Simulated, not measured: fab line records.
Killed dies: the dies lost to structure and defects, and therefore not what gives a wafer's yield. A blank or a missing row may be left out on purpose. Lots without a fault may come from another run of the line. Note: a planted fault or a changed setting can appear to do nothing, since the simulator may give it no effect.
Chamber matching + flow n5_finfet + N5_BEOL_M12_CMP_49 on cmp-01 has 4 sister chambers
The step polishes, stops on SiOC, t overpolish 20.6 s, target thk 320 nm. 4 wafers are shown with their chamber, then 9 later ones without.

WAFERS WITH THEIR CHAMBER
| wafer  | chamber | motor_current_A (A) |
|--------|---------|---------------------|
| L080.2 | 1       | 5.3                 |
| L085.3 | 3       | 5.3                 |
| L088.2 | 0       | 7.1                 |
| L088.5 | 2       | 7.3                 |

WAFERS MISSING THEIR CHAMBER
| wafer  | motor_current_A (A) |
|--------|---------------------|
| L094.2 | 7.1                 |
| L094.3 | 5.2                 |
| L094.5 | 7.5                 |
| L097.3 | 5.4                 |
| L097.5 | 7.4                 |
| L097.6 | 5.7                 |
| L096.2 | 6.8                 |
| L096.4 | 5.5                 |
| L096.5 | 7.3                 |

CHAMBER TAKEN BY EACH
| wafer  | from the rows above     | in truth |
|--------|-------------------------|----------|
| L094.2 | can't be placed: 0 or 2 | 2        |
| L094.3 | can't be placed: 1 or 3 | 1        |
| L094.5 | can't be placed: 2 or 0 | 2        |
| L097.3 | can't be placed: 1 or 3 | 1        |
| L097.5 | can't be placed: 2 or 0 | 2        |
| L097.6 | can't be placed: 1 or 3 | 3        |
| L096.2 | can't be placed: 0 or 2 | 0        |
| L096.4 | can't be placed: 1 or 3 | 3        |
| L096.5 | can't be placed: 2 or 0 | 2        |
Placed correctly: 0 of 9. From these rows, 9 cannot be placed; in 9 the true chamber is one of the candidates. Wrongly placed: 0.
How it was worked out, from the rows above alone: a wafer's distance from a chamber is the root of the sum, over the readings, of the square of ((its reading less the chamber's mean) divided by the reading's scatter). If the next closest chamber is less than 2 further off than the closest, the wafer can't be placed; otherwise it belongs to the closest. Each chamber's mean is taken over the wafers shown for it. The scatter: root of mean squared gap, hidden wafer to nearest shown wafer, with one shown wafer a chamber.
